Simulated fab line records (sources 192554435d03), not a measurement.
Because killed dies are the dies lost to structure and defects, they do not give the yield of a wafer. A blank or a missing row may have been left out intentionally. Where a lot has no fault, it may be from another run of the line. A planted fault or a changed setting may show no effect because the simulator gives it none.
Code-filled problem report in 8D (eight disciplines) form || flow n5 finfet || the parts of the form that need people (team, actions taken, sign-off) are left out

1. WHAT IS WRONG
Wafers without a fault read 0.78 a.u., standard deviation 0.069; oes product au at N5_SD_EPI_P_ETCH_16 reads a mean of 1.08 a.u. on 2 wafers belonging to 2 lots. Relative to the usual mean, that is a shift of +4.4 standard deviations.
The step: etches SiO2 in CHF3/O2, target depth 5 nm.
The first sign was on wafer L638.4 at day 6 07:32, on rie diel-05. Wafers with a number at this step in the record: 28, from 10 lots. Rule for "out" (also "out of limits"): further than 4 standard deviations from the usual mean. The rest of the wafers with a number are treated as sound.

2. WHAT THIS IS AND IS NOT
{"question": "which readings at this step", "is": "oes product au", "is not": "drypump motor current A, rf vpp V, showerhead plenum p Torr, throttle valve pct"}
{"question": "which lots", "is": "L638, L641", "is not": "L628, L629, L630, L632, L644, L645, L647, L648"}
{"question": "which wafers of those lots", "is": "L638.4, L641.1", "is not": "L638.3, L641.3"}
{"question": "read on which tools", "is": "rie diel-05", "is not": "rie diel-03, rie diel-04"}
{"question": "when", "is": "from day 6 07:32", "is not": "up to then (13 sound wafers); but 13 sound wafers of L641, L644, L645, L647, L648 came after"}

3. THE SUSPECTS, EACH WITH WHAT RULES IT OUT
Counting: any tool at a process step up to the reading remains a suspect provided it ran every lot that is out. Sound lots after the first of them don't rule it out here, since some wafers of a struck lot are sound.
- rie diel-05 at N5_SD_EPI_P_ETCHBACK_46 (etches SiNx in CH3F/O2, stops on SiO2, target depth 17.5 nm): kept. It processed each lot that is out (first: L638, day 6 07:20); up to then, its last sound lot is L630 (day 4 03:06).
- rie diel-05 at N5_SD_EPI_P_ETCH_16 (etches SiO2 in CHF3/O2, target depth 5 nm): kept. It processed each lot that is out (first: L638, day 6 07:32); up to then, its last sound lot is L630 (day 4 03:18). Its own readings are out on those wafers: oes product au.
- Within rie diel-05 at N5_SD_EPI_P_ETCHBACK_46, the wafers that are out were processed in chamber 3 and their sound lot-mates in chamber 1.
- Within rie diel-05 at N5_SD_EPI_P_ETCH_16, the wafers that are out were processed in chamber 3 and their sound lot-mates in chamber 1.
Remaining after the count are rie diel-05 at N5_SD_EPI_P_ETCHBACK_46 and rie diel-05 at N5_SD_EPI_P_ETCH_16.

4. THE CAUSE (what the simulator had put in)
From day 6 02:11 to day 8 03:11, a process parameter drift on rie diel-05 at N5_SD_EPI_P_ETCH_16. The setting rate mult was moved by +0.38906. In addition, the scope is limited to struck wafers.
This tool is one of the 2 suspects left after counting.

5. THE CHAIN OF EFFECTS, in route order
Rows list readings where the struck wafers' mean (over those with a number) sits beyond 3 standard deviations from the usual. Only readings for which the record gives a usual standard deviation are gone through. hours: the time from each lot's start at the first step in this table that gives one to its start at this step, as a median over the lots. sigmas: the change in usual standard deviations.
{"hours": 0, "step": "N5_SD_EPI_P_ETCH_16", "reading": "oes product au", "usual": "0.78 a.u.", "on struck wafers": 1.08, "change": "+0.30", "sigmas": "+4.4"}
Here are the process steps it includes:
- N5_SD_EPI_P_ETCH_16: etches SiO2 in CHF3/O2, target depth 5 nm.
At these later measuring or inspecting steps, every struck wafer for which the step has a row has a number for every such reading, and none has moved that far: N5_BEOL_M4_RC_MEAS_101.

6. WHAT WOULD HAVE CAUGHT IT SOONER
In this record no reading fell out of limits until day 6 07:32, 5 hours after the fault had begun at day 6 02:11.
